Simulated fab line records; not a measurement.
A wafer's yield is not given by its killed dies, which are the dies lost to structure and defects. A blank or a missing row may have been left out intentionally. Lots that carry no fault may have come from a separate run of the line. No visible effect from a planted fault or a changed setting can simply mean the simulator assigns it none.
2 desks, one fault ; flow n5Finfet ; every desk sees just its own numbers, and what lay behind them comes last

## METROLOGY DESK
Means of the sampled wafers that have a number, per lot and without regard to the tool the lot ran on: this is what the gauges read. Marked OUT: a lot whose mean sits more than 4 standard deviations from the usual mean, which makes it out of limits; the brackets give that distance. 7 of its 11 readings are shown, namely those furthest out on some lot.
Columns: A = trenchDepthNm at N5_BEOL_M2_OCD_MEAS_38, usual 55.4 nm; B = DIBL_N at N5_BEOL_M4_RC_MEAS_101, usual 36.2 mV/V; C = ION_N at N5_BEOL_M4_RC_MEAS_101, usual 672 uA/um; D = ION_P at N5_BEOL_M4_RC_MEAS_101, usual 463 uA/um; E = SS_N at N5_BEOL_M4_RC_MEAS_101, usual 71.4 mV/dec; F = SS_P at N5_BEOL_M4_RC_MEAS_101, usual 73.2 mV/dec; G = VT_P at N5_BEOL_M4_RC_MEAS_101, usual -250 mV
lot;first seen here;A;B;C;D;E;F;G
L693;day 8 18:47;56.0;34.4;659;450;71.1;72.9;-255
L692;day 8 18:55;54.4;36.3;663;458;71.9;73.2;-251
L695;day 9 04:26;51.2;37.3;678;469;71.6;73.3;-246
L698;day 10 00:40;52.1;35.1;675;468;71.0;72.6;-245
L707;day 12 04:56;54.5;35.6;665;458;71.4;73.1;-249
L706;day 12 05:02;56.1;38.8;660;460;71.6;73.0;-249
L705;day 12 13:45;55.6;35.6;673;454;71.7;73.2;-252
L708;day 12 23:03;55.6;34.7;670;465;70.5;72.3;-251
This desk found nothing out of limits on any of the 8 lots.

## THE TOOL OWNER'S DESK: rieDiel-01
The tool's own readings at N5_BEOL_M2_TRENCH_ETCH_37 (etches SiOC in C4F6/O2, target depth 55.555 nm, time 29.2 s): means of the sampled wafers that have a number, for each lot that ran on this tool. Marked OUT: a lot whose mean sits more than 4 standard deviations from the usual mean, which makes it out of limits; the brackets give that distance.
Columns: A = drypumpMotorCurrentA at N5_BEOL_M2_TRENCH_ETCH_37, usual 5.7 A; B = oes_f_703_au at N5_BEOL_M2_TRENCH_ETCH_37, usual 0.83 a.u.; C = oesProductAu at N5_BEOL_M2_TRENCH_ETCH_37, usual 0.83 a.u.; D = rfFwdPowerW at N5_BEOL_M2_TRENCH_ETCH_37, usual 350.4 W; E = rfVppV at N5_BEOL_M2_TRENCH_ETCH_37, usual 659 V; F = showerheadPlenumPTorr at N5_BEOL_M2_TRENCH_ETCH_37, usual 2.82 Torr; G = throttleValvePct at N5_BEOL_M2_TRENCH_ETCH_37, usual 20.77 %
lot;first seen here;A;B;C;D;E;F;G
L693;day 8 18:38;5.4;0.98;0.97;350.7;668;2.80;20.52
L695;day 9 04:16;6.5;0.69;0.84;283.9 (-32) OUT;724 (+5.9) OUT;2.82;20.89
L698;day 10 00:31;6.0;0.74;0.88;285.5 (-31) OUT;733 (+6.7) OUT;2.80;20.72
L706;day 12 04:52;6.0;0.84;0.85;350.3;659;2.81;20.75
L708;day 12 22:54;6.2;0.88;0.87;349.6;662;2.77;20.74
This desk finds L695, L698 out of limits, L695 being first, at day 9 04:16 (rfFwdPowerW at N5_BEOL_M2_TRENCH_ETCH_37). L693, L706, L708: within limits.

## ALL TOGETHER
An alarm could have come from the tool owner's desk at day 9 04:16, on L695, L698.
The metrology desk saw nothing out of limits.
The metrology desk holds a record of L695, L698, inside its limits.
Of the lots named, all ran N5_BEOL_M2_TRENCH_ETCH_37 on rieDiel-01.

## WHAT THE SIMULATOR HAD PUT IN
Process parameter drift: rieDiel-01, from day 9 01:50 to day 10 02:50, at N5_BEOL_M2_TRENCH_ETCH_37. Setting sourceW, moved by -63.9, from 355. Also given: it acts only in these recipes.
Struck lots among those shown: L695, L698.
Hours from the fault's start to each desk's first reading out of limits: the tool owner's desk, 2.
